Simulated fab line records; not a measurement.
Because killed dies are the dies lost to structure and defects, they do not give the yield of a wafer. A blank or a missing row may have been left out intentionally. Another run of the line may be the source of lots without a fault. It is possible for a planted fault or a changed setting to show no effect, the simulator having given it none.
Chamber matching / flow n5-finfet / rie-diel-03 running N5_BEOL_M8_DESCUM_16: 4 sister chambers
The step chemistry O2, time 7.9 s. 4 wafers are shown with their chamber, then 12 later ones without.

== EACH WAFER AND ITS CHAMBER ==
wafer=L083.5; chamber=2; drypump-motor-current-A (A)=6.0
wafer=L085.1; chamber=1; drypump-motor-current-A (A)=5.2
wafer=L086.1; chamber=0; drypump-motor-current-A (A)=6.3
wafer=L086.5; chamber=3; drypump-motor-current-A (A)=5.6

== WAFERS MISSING THEIR CHAMBER ==
wafer=L087.1; drypump-motor-current-A (A)=5.2
wafer=L087.4; drypump-motor-current-A (A)=5.6
wafer=L087.5; drypump-motor-current-A (A)=5.2
wafer=L089.3; drypump-motor-current-A (A)=6.3
wafer=L089.4; drypump-motor-current-A (A)=6.0
wafer=L089.6; drypump-motor-current-A (A)=5.2
wafer=L091.2; drypump-motor-current-A (A)=6.0
wafer=L091.3; drypump-motor-current-A (A)=5.2
wafer=L091.5; drypump-motor-current-A (A)=6.2
wafer=L093.1; drypump-motor-current-A (A)=5.1
wafer=L093.5; drypump-motor-current-A (A)=6.3
wafer=L093.6; drypump-motor-current-A (A)=5.6

== EACH ONE'S CHAMBER ==
wafer=L087.1; from the rows above=1; in truth=1
wafer=L087.4; from the rows above=3; in truth=3
wafer=L087.5; from the rows above=1; in truth=1
wafer=L089.3; from the rows above=0; in truth=0
wafer=L089.4; from the rows above=2; in truth=2
wafer=L089.6; from the rows above=1; in truth=1
wafer=L091.2; from the rows above=2; in truth=2
wafer=L091.3; from the rows above=1; in truth=1
wafer=L091.5; from the rows above=0; in truth=0
wafer=L093.1; from the rows above=1; in truth=1
wafer=L093.5; from the rows above=0; in truth=0
wafer=L093.6; from the rows above=3; in truth=3
Placed correctly: 12 of 12. Not placeable from these rows: 0. 0 placed wrongly.
How it was worked out, from the rows above alone: a wafer's distance from a chamber is the root of the sum, over the readings, of the square of ((its reading less the chamber's mean) divided by the reading's scatter). If the next closest chamber is less than 2 further off than the closest, the wafer can't be placed; otherwise it belongs to the closest. For every chamber, the mean is computed from those of its wafers that are shown. The scatter: with one shown wafer a chamber, the root of the mean of the squares of how far each hidden wafer lies from its nearest shown one.
